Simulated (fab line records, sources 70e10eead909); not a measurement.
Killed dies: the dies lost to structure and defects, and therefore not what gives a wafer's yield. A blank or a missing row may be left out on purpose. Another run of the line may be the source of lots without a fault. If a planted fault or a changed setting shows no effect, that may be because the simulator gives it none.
Which tool is to blame? + flow nand-harc + 39 wafers from 13 lots sampled at 5 of the route's 1302 steps

== WHAT EACH GAUGE READ, for each wafer ==
NHARC_END_SORT_01. Usual: killed-at-array 55, standard deviation 12; killed-at-other 1.0, standard deviation 1.2; killed-at-periphery 3.9, standard deviation 2.6; killed-dies 60, standard deviation 12; killed-open 3.3, standard deviation 1.9; killed-short 2.5, standard deviation 1.8.
| lot  | measured     | on        | killed-at-array | killed-at-other | killed-at-periphery | killed-dies | killed-open | killed-short | flag |
|------|--------------|-----------|-----------------|-----------------|---------------------|-------------|-------------|--------------|------|
| L658 | day 27 16:29 | prober-02 | 599 570 584     | 0 3 4           | 5 6 7               | 604 579 595 | 3 2 4       | 1 2 3        | OFF  |
| L661 | day 28 06:38 | prober-02 | 567 588 593     | 2 4 1           | 8 14 4              | 577 606 598 | 9 7 6       | 5 3 2        | OFF  |
| L663 | day 28 16:09 | prober-01 | 595 614 596     | 1 2 2           | 9 4 2               | 605 620 600 | 4 1 6       | 8 3 3        | OFF  |

== WHICH TOOL RAN EACH LOT (tool, then ch and the chambers of the sampled wafers, then the start) ==
| lot  | NHARC_A_SGD_CUT_DEP_00          | NHARC_THIN_TSV_DESCUM_14           | NHARC_THIN_TSV_DEP_47           | NHARC_THIN_TSV_CMP_21         |
|------|---------------------------------|------------------------------------|---------------------------------|-------------------------------|
| L652 | pecvd-02 ch 0,1,2, day 18 22:50 | rie-diel-12 ch 0,1,3, day 23 14:14 | pecvd-01 ch 1,2, day 23 15:57   | cmp-03 ch 0,1, day 23 18:22   |
| L654 | pecvd-02 ch 0,2, day 19 12:32   | rie-diel-01 ch 0,1,2, day 23 20:08 | pecvd-04 ch 0,1,2, day 23 21:47 | cmp-03 ch 0,2,3, day 24 00:20 |
| L653 | pecvd-01 ch 1,2, day 19 12:38   | rie-diel-12 ch 0,1,2, day 24 08:37 | pecvd-04 ch 0,1, day 24 10:19   | cmp-03 ch 0,3, day 24 12:47   |
| L655 | pecvd-02 ch 0,1,2, day 20 06:23 | rie-diel-06 ch 1,2,3, day 24 19:11 | pecvd-01 ch 1,2, day 24 20:52   | cmp-04 ch 0,2,3, day 24 23:19 |
| L656 | pecvd-04 ch 1,2, day 20 18:14   | rie-diel-01 ch 1,2,3, day 25 01:58 | pecvd-03 ch 1,2, day 25 03:43   | cmp-04 ch 0,2,3, day 25 06:10 |
| L658 | pecvd-02 ch 0,1,2, day 22 15:40 | -                                  | -                               | -                             |
| L661 | pecvd-02 ch 0,1, day 22 23:37   | -                                  | -                               | -                             |
| L663 | pecvd-02 ch 1,2, day 23 12:47   | -                                  | -                               | -                             |
| L668 | pecvd-01 ch 0,2, day 25 08:45   | rie-diel-01 ch 0,2,3, day 29 17:59 | pecvd-01 ch 0,1,2, day 29 19:44 | cmp-03 ch 0,1,2, day 29 22:10 |
| L669 | pecvd-02 ch 0,1,2, day 26 05:25 | rie-diel-12 ch 0,1, day 30 18:35   | pecvd-04 ch 0,2, day 30 20:20   | cmp-03 ch 1,2, day 30 22:46   |
| L673 | pecvd-02 ch 0,1,2, day 27 11:21 | rie-diel-06 ch 1,3, day 32 03:59   | pecvd-01 ch 1,2, day 32 05:40   | cmp-02 ch 0,1, day 32 08:28   |
| L672 | pecvd-01 ch 0,1, day 27 12:25   | rie-diel-12 ch 0,1, day 32 02:46   | pecvd-03 ch 0,1, day 32 04:32   | cmp-04 ch 0,2,3, day 32 07:13 |
| L674 | pecvd-02 ch 0,2, day 28 07:56   | rie-diel-01 ch 1,2, day 32 17:52   | pecvd-03 ch 0,1,2, day 32 19:38 | cmp-04 ch 0,1,2, day 32 22:07 |
- NHARC_A_SGD_CUT_DEP_00: deposits SiNx, target thk 50 nm.
- NHARC_THIN_TSV_DESCUM_14: chemistry O2, time 3 s.
- NHARC_THIN_TSV_DEP_47: deposits SiO2, target thk 200 nm.
- NHARC_THIN_TSV_CMP_21: polishes, t overpolish 30 s, target thk 2000 nm.

== AS READ BY THE TOOLS THEMSELVES (means over the sampled wafers that have a number; for cases with no such wafer, the mark the record gives instead) ==
NHARC_A_SGD_CUT_DEP_00. Usual: heater-power-w at 697 W, with a standard deviation of 110.
| lot  | tool     | heater-power-w (W) | flag |
|------|----------|--------------------|------|
| L652 | pecvd-02 | 623                |      |
| L654 | pecvd-02 | 717                |      |
| L653 | pecvd-01 | 630                |      |
| L655 | pecvd-02 | 623                |      |
| L656 | pecvd-04 | 683                |      |
| L658 | pecvd-02 | 683                |      |
| L661 | pecvd-02 | 674                |      |
| L663 | pecvd-02 | 696                |      |
| L668 | pecvd-01 | 877                |      |
| L669 | pecvd-02 | 642                |      |
| L673 | pecvd-02 | 651                |      |
| L672 | pecvd-01 | 777                |      |
| L674 | pecvd-02 | 664                |      |

NHARC_THIN_TSV_DESCUM_14. Usual: drypump-motor-current-A 5.9 A, standard deviation 0.66; oes-product-au 0.998 a.u., standard deviation 0.012; rf-vpp-V 57.7 V, standard deviation 0.94; showerhead-plenum-p-Torr 1.91 Torr, standard deviation 0.09; throttle-valve-pct 11.311 %, standard deviation 0.0091.
| lot  | tool        | drypump-motor-current-A (A) | oes-product-au (a.u.) | rf-vpp-V (V) | showerhead-plenum-p-Torr (Torr) | throttle-valve-pct (%) | flag |
|------|-------------|-----------------------------|-----------------------|--------------|---------------------------------|------------------------|------|
| L652 | rie-diel-12 | 5.7                         | 1.007                 | 57.4         | 1.85                            | 11.311                 |      |
| L654 | rie-diel-01 | 5.5                         | 1.011                 | 58.0         | 1.97                            | 11.302                 |      |
| L653 | rie-diel-12 | 6.0                         | 0.994                 | 58.7         | 1.87                            | 11.302                 |      |
| L655 | rie-diel-06 | 6.1                         | 0.991                 | 57.9         | 1.98                            | 11.316                 |      |
| L656 | rie-diel-01 | 5.9                         | 1.003                 | 58.3         | 1.95                            | 11.303                 |      |
| L668 | rie-diel-01 | 5.9                         | 0.988                 | 57.7         | 1.91                            | 11.314                 |      |
| L669 | rie-diel-12 | 5.3                         | 0.982                 | 57.5         | 1.84                            | 11.307                 |      |
| L673 | rie-diel-06 | 5.9                         | 1.014                 | 58.6         | 2.03                            | 11.305                 |      |
| L672 | rie-diel-12 | 5.3                         | 0.996                 | 57.5         | 1.84                            | 11.309                 |      |
| L674 | rie-diel-01 | 5.4                         | 1.006                 | 58.7         | 2.00                            | 11.320                 |      |

NHARC_THIN_TSV_DEP_47. Usual: mfc-precursor-sccm 161.5 sccm, standard deviation 0.53; throttle-valve-pct 15.9 %, standard deviation 0.38.
| lot  | tool     | mfc-precursor-sccm (sccm) | throttle-valve-pct (%) | flag |
|------|----------|---------------------------|------------------------|------|
| L652 | pecvd-01 | 161.3                     | 16.1                   |      |
| L654 | pecvd-04 | 161.6                     | 15.6                   |      |
| L653 | pecvd-04 | 161.9                     | 15.6                   |      |
| L655 | pecvd-01 | 161.7                     | 16.0                   |      |
| L656 | pecvd-03 | 161.7                     | 16.1                   |      |
| L668 | pecvd-01 | 161.3                     | 15.9                   |      |
| L669 | pecvd-04 | 161.8                     | 15.6                   |      |
| L673 | pecvd-01 | 161.4                     | 16.0                   |      |
| L672 | pecvd-03 | 161.8                     | 16.0                   |      |
| L674 | pecvd-03 | 161.0                     | 16.0                   |      |

NHARC_THIN_TSV_CMP_21. Usual: edge-zone-pressure-frac 1.000, standard deviation 0.005; motor-current-A 12.3 A, standard deviation 0.93; overpolish-run-s 30.000 s, standard deviation 0.0087; retaining-ring-pressure-frac 1.000, standard deviation 0.0047.
| lot  | tool   | edge-zone-pressure-frac | motor-current-A (A) | overpolish-run-s (s) | retaining-ring-pressure-frac | flag |
|------|--------|-------------------------|---------------------|----------------------|------------------------------|------|
| L652 | cmp-03 | 0.998                   | 12.5                | 29.986               | 1.004                        |      |
| L654 | cmp-03 | 0.997                   | 12.2                | 29.998               | 0.998                        |      |
| L653 | cmp-03 | 1.004                   | 12.5                | 30.001               | 1.002                        |      |
| L655 | cmp-04 | 1.003                   | 12.0                | 30.000               | 1.001                        |      |
| L656 | cmp-04 | 0.997                   | 11.5                | 30.000               | 0.998                        |      |
| L668 | cmp-03 | 1.003                   | 12.6                | 30.000               | 0.997                        |      |
| L669 | cmp-03 | 1.002                   | 12.8                | 30.006               | 0.998                        |      |
| L673 | cmp-02 | 0.996                   | 12.9                | 30.001               | 1.001                        |      |
| L672 | cmp-04 | 0.992                   | 11.7                | 29.987               | 0.999                        |      |
| L674 | cmp-04 | 1.000                   | 12.1                | 29.998               | 0.994                        |      |

== THE ANSWER, worked out from the rows above alone ==
Rule: a lot counts as off when the mean over its wafers that have a number is more than 3 standard deviations away from the usual mean. Also off: a lot with no number at a reading for which 4 or more lots have one. Any other lot the step has rows for is counted as sound. First the gauges in route order, then the tools' own readings, where a lot's mean is used as printed above. At the first step where some lot is off, the reading lying furthest off is the one used; lots without a number count as furthest.
Off: L658, L661, L663 (NHARC_END_SORT_01, killed-dies). Neither off nor sound, because the step has no rows for them: L652, L654, L653, L655, L656, L668, L669, L673, L672, L674.
A tool fits if, at a process step before that reading, it ran every lot that is off, and no sound lot after the first of them. The gauges at NHARC_END_SORT_01 are tried like those tools. One fits: NHARC_A_SGD_CUT_DEP_00 on pecvd-02. It ran no sound lot before its first lot that is off in this sample, so the start can't be narrowed down.

== WHAT THE SIMULATOR HAD PUT IN ==
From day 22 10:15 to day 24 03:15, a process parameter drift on pecvd-02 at NHARC_A_SGD_CUT_DEP_00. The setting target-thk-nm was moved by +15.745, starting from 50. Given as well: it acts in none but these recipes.
Struck lots among those shown: L658, L661, L663. The rule above found the same.
